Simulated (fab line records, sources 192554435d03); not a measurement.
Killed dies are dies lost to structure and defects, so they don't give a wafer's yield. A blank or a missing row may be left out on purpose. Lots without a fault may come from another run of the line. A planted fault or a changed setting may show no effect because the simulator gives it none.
A struck lot beside a sound one | flow n5_finfet | 37 steps out of a route of 1938
Sound: wafers L541.2, L541.3, L541.6. Struck: wafers L540.1, L540.6. (L540.4 of the same lot was not struck and is left out.) The cause comes at the end.
At each step with rows: each side's tool, then ch and its chambers, then its first start. Under that, the readings that differ: sound wafers | struck wafers | difference of the means | sigmas: that difference in standard deviations of wafers without a fault.
alike: readings whose means differ by less than 2 such deviations, and words and numbers that are the same on both sides. not compared: withheld readings, readings that some wafer has no value for, bounds like >300 that may hide the same value, and numbers for which the record gives no deviation and whose values overlap.
The two part at a step that has a row with sigmas, a row that says differs or no value, or rows on one side only. Numbers that don't overlap but have no deviation are shown without sigmas and don't part them. A reading that every wafer of one side lacks parts them only if that side has two wafers or more.

first, 9 steps without rows for these wafers: N5_BEOL_M4_ANNEAL_95 (time 240 s); N5_BEOL_M4_SPUTTER_96 (material Cu, target thk 4.5 nm, time 8.29 s); N5_BEOL_M4_ECD_50 (material Cu, target thk 300 nm); N5_BEOL_M4_ANNEAL_51 (time 90 s); N5_BEOL_M4_CMP_52 (polishes, stops on SiOC, t overpolish 6.8 s, target thk 40 nm); N5_BEOL_M4_PRE_CLEAN_60 (time 15 s); N5_BEOL_M4_CO_CAP_55 (material Co, precursor CCTBA/H2, target thk 2 nm, time 102.1 s); N5_BEOL_M4_PRE_CLEAN_56 (time 15 s); N5_BEOL_M4_DEP_57 (deposits SiCN from 3MS/NH3, target thk 8 nm, time 14 s).
N5_BEOL_M4_RC_MEAS_101:
  sound on prober-01 ch 0, day 14 20:13; struck on prober-01 ch 0, day 13 21:15
  reading   | sound                | struck        | difference | sigmas
  VT_P (mV) | -252.2 -253.2 -254.5 | -244.4 -247.0 | +7.6       | +3
  alike: DIBL_N, DIBL_P, IOFF_N, IOFF_P, ION_N, ION_P, SS_N, SS_P, VT_N
N5_BEOL_M5_ILD_DEP_00: deposits SiCOH lowk from DEMS/porogen, target thk 140.64 nm, time 25.9 s.
  sound on pecvd-04 ch 0,1,2, day 14 21:02; struck on pecvd-01 ch 1,2, day 13 22:14
  reading                                            | sound             | struck    | difference | sigmas
  model.SiCOH_lowk_of_BEOL_M5_ILD_DEP_00.thk_nm (nm) | 139.8 140.8 142.2 | 231 233.4 | +91        |
  alike: heater_power_w, showerhead_plenum_p_Torr, throttle_valve_pct
then, 1 step without rows for these wafers: N5_BEOL_M5_CURE_79 (cures SiCOH lowk, time 240 s).
N5_BEOL_M5_THK_MEAS_01:
  sound on film_metro-01, day 14 21:36; struck on film_metro-01, day 13 22:48
  reading         | sound             | struck      | difference | sigmas
  M5_ILD_THK (nm) | 120.5 121.1 122.3 | 199.8 201.8 | +79.5      | +50
then, 22 steps without rows for these wafers: N5_BEOL_M5_PECVD_70 (deposits SiO2 from TEOS/O2, target thk 16 nm, time 18 s); N5_BEOL_M5_HM_DEP_02 (deposits TiN, target thk 20 nm); N5_BEOL_M5_COAT_59 (time 60 s, resist thk 60 nm); N5_BEOL_M5_COAT_60 (time 60 s, resist thk 12 nm); N5_BEOL_M5_COAT_71 (time 60 s, resist thk 5 nm); N5_BEOL_M5_COAT_05 (resist thk 30 nm); N5_BEOL_M5_EBR_07; N5_BEOL_M5_SOFTBAKE_06 (time 60 s); N5_BEOL_M5_EXPOSE_08 (exposes mask M5, target cd 28 nm); N5_BEOL_M5_PEB_09 (peb time 60 s); N5_BEOL_M5_DEVELOP_10 (develop time 30 s); N5_BEOL_M5_DESCUM_16 (chemistry O2, time 7 s); N5_BEOL_M5_ETCH_72 (etches underlayer in N2/H2, target depth 6.5 nm, time 5.2 s); N5_BEOL_M5_ETCH_61 (etches SiARC in CF4, target depth 15.6 nm, time 26 s); N5_BEOL_M5_ETCH_62 (etches SOC in N2/H2, target depth 75 nm, overetch 15 nm, time 112.5 s); N5_BEOL_M5_STRIP_63 (strips in N2/H2); N5_BEOL_M5_STRIP_73 (strips in N2/H2); N5_BEOL_M5_STRIP_64 (strips in CF4); N5_BEOL_M5_HM_OPEN_17 (chemistry Cl2/BCl3, target TiN, target depth 20 nm, overetch 6 nm); N5_BEOL_M5_STRIP_19 (strips in O2); N5_BEOL_M5_COAT_65 (time 60 s, resist thk 60 nm); N5_BEOL_M5_COAT_66 (time 60 s, resist thk 12 nm).
N5_BEOL_M5_CMP_52: polishes, stops on SiCOH lowk, t overpolish 6.9 s, target thk 62 nm.
  sound on cmp-03 ch 0,1, day 15 07:40; struck on cmp-03 ch 0, day 14 12:58
  reading                                            | sound             | struck      | difference | sigmas
  model.SiCOH_lowk_of_BEOL_M5_ILD_DEP_00.thk_nm (nm) | 117.4 118.2 119.4 | 196.8 198.8 | +79.5      |
  alike: clearing_platen_down_force_psi, motor_current_A, platen_rpm, retaining_ring_pressure_frac
-- the record jumps here: 4 days lie between the struck wafers' starts before and after (it left off in module BEOL_M5 and takes up again in module PASSIVATION, whose first step shown is number 1936 of the route) --
N5_PASSIVATION_PROBE_49:
  the record has rows for the struck wafers here (prober-02, day 18 11:35) and none for the sound ones

WHERE THEY PART
First at N5_BEOL_M4_RC_MEAS_101; last, within this record, at N5_PASSIVATION_PROBE_49.

WHY: what the simulator had put in
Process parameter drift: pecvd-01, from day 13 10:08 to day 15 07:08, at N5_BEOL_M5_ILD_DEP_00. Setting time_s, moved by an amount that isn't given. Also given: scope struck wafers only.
